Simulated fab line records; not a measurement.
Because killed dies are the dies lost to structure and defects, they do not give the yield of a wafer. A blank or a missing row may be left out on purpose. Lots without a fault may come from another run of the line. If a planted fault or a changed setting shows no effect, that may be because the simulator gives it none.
Chamber matching :: flow n5Finfet :: 4 sister chambers for N5_MOL_CONTACT_COAG_ETCH_59 on rieDiel-04
The step etches underlayer in N2/H2, target depth 13 nm, time 10.4 s. 20 wafers are shown with their chamber, then 10 later ones without.

== WAFERS WITH THEIR CHAMBER ==
wafer: L074.2
chamber: 3
drypumpMotorCurrentA (A): 6.2
showerheadPlenumPTorr (Torr): 2.46
throttleValvePct (%): 18.14

wafer: L074.3
chamber: 1
drypumpMotorCurrentA (A): 5.9
showerheadPlenumPTorr (Torr): 2.62
throttleValvePct (%): 18.34

wafer: L074.5
chamber: 2
drypumpMotorCurrentA (A): 5.7
showerheadPlenumPTorr (Torr): 2.50
throttleValvePct (%): 18.02

wafer: L077.1
chamber: 3
drypumpMotorCurrentA (A): 6.2
showerheadPlenumPTorr (Torr): 2.46
throttleValvePct (%): 18.15

wafer: L077.3
chamber: 2
drypumpMotorCurrentA (A): 5.7
showerheadPlenumPTorr (Torr): 2.50
throttleValvePct (%): 18.01

wafer: L077.6
chamber: 1
drypumpMotorCurrentA (A): 5.9
showerheadPlenumPTorr (Torr): 2.61
throttleValvePct (%): 18.35

wafer: L080.1
chamber: 1
drypumpMotorCurrentA (A): 5.9
showerheadPlenumPTorr (Torr): 2.61
throttleValvePct (%): 18.36

wafer: L080.3
chamber: 0
drypumpMotorCurrentA (A): 6.7
showerheadPlenumPTorr (Torr): 2.65
throttleValvePct (%): 17.89

wafer: L080.5
chamber: 1
drypumpMotorCurrentA (A): 5.9
showerheadPlenumPTorr (Torr): 2.61
throttleValvePct (%): 18.36

wafer: L083.2
chamber: 3
drypumpMotorCurrentA (A): 6.2
showerheadPlenumPTorr (Torr): 2.45
throttleValvePct (%): 18.16

wafer: L083.4
chamber: 2
drypumpMotorCurrentA (A): 5.6
showerheadPlenumPTorr (Torr): 2.49
throttleValvePct (%): 18.05

wafer: L083.5
chamber: 3
drypumpMotorCurrentA (A): 6.2
showerheadPlenumPTorr (Torr): 2.45
throttleValvePct (%): 18.18

wafer: L086.1
chamber: 1
drypumpMotorCurrentA (A): 5.9
showerheadPlenumPTorr (Torr): 2.61
throttleValvePct (%): 18.38

wafer: L086.3
chamber: 0
drypumpMotorCurrentA (A): 6.7
showerheadPlenumPTorr (Torr): 2.64
throttleValvePct (%): 17.89

wafer: L086.4
chamber: 3
drypumpMotorCurrentA (A): 6.2
showerheadPlenumPTorr (Torr): 2.45
throttleValvePct (%): 18.16

wafer: L088.1
chamber: 3
drypumpMotorCurrentA (A): 6.2
showerheadPlenumPTorr (Torr): 2.45
throttleValvePct (%): 18.17

wafer: L088.3
chamber: 1
drypumpMotorCurrentA (A): 5.9
showerheadPlenumPTorr (Torr): 2.60
throttleValvePct (%): 18.40

wafer: L088.5
chamber: 0
drypumpMotorCurrentA (A): 6.7
showerheadPlenumPTorr (Torr): 2.64
throttleValvePct (%): 17.90

wafer: L089.4
chamber: 1
drypumpMotorCurrentA (A): 5.9
showerheadPlenumPTorr (Torr): 2.60
throttleValvePct (%): 18.41

wafer: L089.5
chamber: 3
drypumpMotorCurrentA (A): 6.2
showerheadPlenumPTorr (Torr): 2.44
throttleValvePct (%): 18.21

SIGNATURES (averages over the wafers above)
reading: drypumpMotorCurrentA
chamber 0: 6.700
chamber 1: 5.900
chamber 2: 5.667
chamber 3: 6.200
scatter within a chamber: 0.0204

reading: showerheadPlenumPTorr
chamber 0: 2.6433
chamber 1: 2.6086
chamber 2: 2.4967
chamber 3: 2.4514
scatter within a chamber: 0.00664

reading: throttleValvePct
chamber 0: 17.8933
chamber 1: 18.3714
chamber 2: 18.0267
chamber 3: 18.1671
scatter within a chamber: 0.0226
Rule: for a wafer and a chamber, the distance is found by dividing, reading by reading, the gap between the wafer's reading and the chamber's mean by the reading's scatter, squaring, summing and taking the root. The wafer belongs to the nearest chamber; if the next one is less than 2 further off, it can't be placed. The scatter is the square root of a quotient: the sum, over the shown wafers, of each reading's squared deviation from its chamber's mean, divided by wafers minus chambers.

== WAFERS WITH NO CHAMBER GIVEN ==
wafer: L089.6
drypumpMotorCurrentA (A): 6.7
showerheadPlenumPTorr (Torr): 2.64
throttleValvePct (%): 17.89

wafer: L093.2
drypumpMotorCurrentA (A): 5.7
showerheadPlenumPTorr (Torr): 2.48
throttleValvePct (%): 17.65

wafer: L093.4
drypumpMotorCurrentA (A): 6.2
showerheadPlenumPTorr (Torr): 2.44
throttleValvePct (%): 18.22

wafer: L093.5
drypumpMotorCurrentA (A): 5.6
showerheadPlenumPTorr (Torr): 2.49
throttleValvePct (%): 17.66

wafer: L096.1
drypumpMotorCurrentA (A): 5.7
showerheadPlenumPTorr (Torr): 2.48
throttleValvePct (%): 17.67

wafer: L096.3
drypumpMotorCurrentA (A): 6.7
showerheadPlenumPTorr (Torr): 2.63
throttleValvePct (%): 17.92

wafer: L096.4
drypumpMotorCurrentA (A): 6.7
showerheadPlenumPTorr (Torr): 2.63
throttleValvePct (%): 17.94

wafer: L097.2
drypumpMotorCurrentA (A): 6.7
showerheadPlenumPTorr (Torr): 2.63
throttleValvePct (%): 17.94

wafer: L097.5
drypumpMotorCurrentA (A): 6.2
showerheadPlenumPTorr (Torr): 2.44
throttleValvePct (%): 18.24

wafer: L097.6
drypumpMotorCurrentA (A): 5.7
showerheadPlenumPTorr (Torr): 2.48
throttleValvePct (%): 17.69

== EACH ONE'S CHAMBER ==
wafer: L089.6
from the rows above: 0
in truth: 0

wafer: L093.2
from the rows above: 2
in truth: 2

wafer: L093.4
from the rows above: 3
in truth: 3

wafer: L093.5
from the rows above: 2
in truth: 2

wafer: L096.1
from the rows above: 2
in truth: 2

wafer: L096.3
from the rows above: 0
in truth: 0

wafer: L096.4
from the rows above: 0
in truth: 0

wafer: L097.2
from the rows above: 0
in truth: 0

wafer: L097.5
from the rows above: 3
in truth: 3

wafer: L097.6
from the rows above: 2
in truth: 2
Correct placement for 10 of the 10. Can't be placed from these rows: 0. Placed wrongly: 0.
